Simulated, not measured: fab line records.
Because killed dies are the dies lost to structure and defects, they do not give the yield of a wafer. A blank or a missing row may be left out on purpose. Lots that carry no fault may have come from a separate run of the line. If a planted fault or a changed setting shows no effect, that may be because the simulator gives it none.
Matching of chambers -- flow nand harc -- rie diel-11 running NHARC_A_STAIRCASE_DESCUM_252: 4 sister chambers
The step chemistry O2, time 3 s. 4 wafers are shown with their chamber, then 8 later ones without.

== WAFERS WITH THEIR CHAMBER ==
wafer,chamber,drypump motor current A (A)
L086.1,0,5.8
L093.1,1,5.7
L093.6,2,6.1
L096.2,3,6.6

== WAFERS WITHOUT THEIR CHAMBER ==
wafer,drypump motor current A (A)
L096.4,5.8
L096.5,6.6
L094.1,5.7
L094.4,5.8
L094.6,5.7
L097.2,6.7
L097.4,5.6
L097.6,6.6

== WHICH CHAMBER EACH ONE RAN IN ==
wafer,from the rows above,in truth
L096.4,can't be placed: 0 or 1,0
L096.5,3,3
L094.1,can't be placed: 1 or 0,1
L094.4,can't be placed: 0 or 1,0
L094.6,can't be placed: 1 or 0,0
L097.2,3,3
L097.4,can't be placed: 1 or 0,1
L097.6,3,3
3 of 8 placed correctly. From these rows, 5 cannot be placed; in 5 the true chamber is one of the candidates. Placed wrongly: 0.
How it was worked out, from the rows above alone: a wafer's distance from a chamber is the root of the sum, over the readings, of the square of ((its reading less the chamber's mean) divided by the reading's scatter). If the next closest chamber is less than 2 further off than the closest, the wafer can't be placed; otherwise it belongs to the closest. A chamber's mean is the mean of its shown wafers. The scatter: with one shown wafer a chamber, the root of the mean of the squares of how far each hidden wafer lies from its nearest shown one.
